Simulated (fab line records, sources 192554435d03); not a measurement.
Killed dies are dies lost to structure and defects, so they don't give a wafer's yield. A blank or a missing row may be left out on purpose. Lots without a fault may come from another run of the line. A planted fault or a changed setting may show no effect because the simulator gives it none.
Chamber matching | flow n5_finfet | N5_BEOL_M1_CO_CAP_55 on cvd_co-02: 3 sister chambers
The step material Co, precursor CCTBA/H2, target thk 2 nm, time 102.1 s. 3 wafers are shown with their chamber, then 12 later ones without.

WAFERS WITH THEIR CHAMBER
wafer  | chamber | heater_power_w (W)
L088.6 | 0       | 275
L089.1 | 2       | 194
L089.3 | 1       | 188

WAFERS WITHOUT THEIR CHAMBER
wafer  | heater_power_w (W)
L089.4 | 190
L089.5 | 195
L089.6 | 179
L093.2 | 274
L093.4 | 272
L093.5 | 276
L094.1 | 185
L094.2 | 275
L094.3 | 182
L094.4 | 271
L094.5 | 277
L094.6 | 188

WHICH CHAMBER EACH WENT THROUGH
wafer  | from the rows above     | in truth
L089.4 | can't be placed: 1 or 2 | 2
L089.5 | can't be placed: 2 or 1 | 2
L089.6 | can't be placed: 1 or 2 | 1
L093.2 | 0                       | 0
L093.4 | 0                       | 0
L093.5 | 0                       | 0
L094.1 | can't be placed: 1 or 2 | 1
L094.2 | 0                       | 0
L094.3 | can't be placed: 1 or 2 | 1
L094.4 | 0                       | 0
L094.5 | 0                       | 0
L094.6 | can't be placed: 1 or 2 | 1
Placed correctly: 6 of 12. Can't be placed from these rows: 6 (the true chamber is among the candidates in 6). Placed wrongly: 0.
How it was worked out, from the rows above alone: a wafer's distance from a chamber is the root of the sum, over the readings, of the square of ((its reading less the chamber's mean) divided by the reading's scatter). The wafer belongs to the nearest chamber; if the next one is less than 2 further off, it can't be placed. A chamber's mean is the mean of its shown wafers. The scatter: with one shown wafer a chamber, the root of the mean of the squares of how far each hidden wafer lies from its nearest shown one.
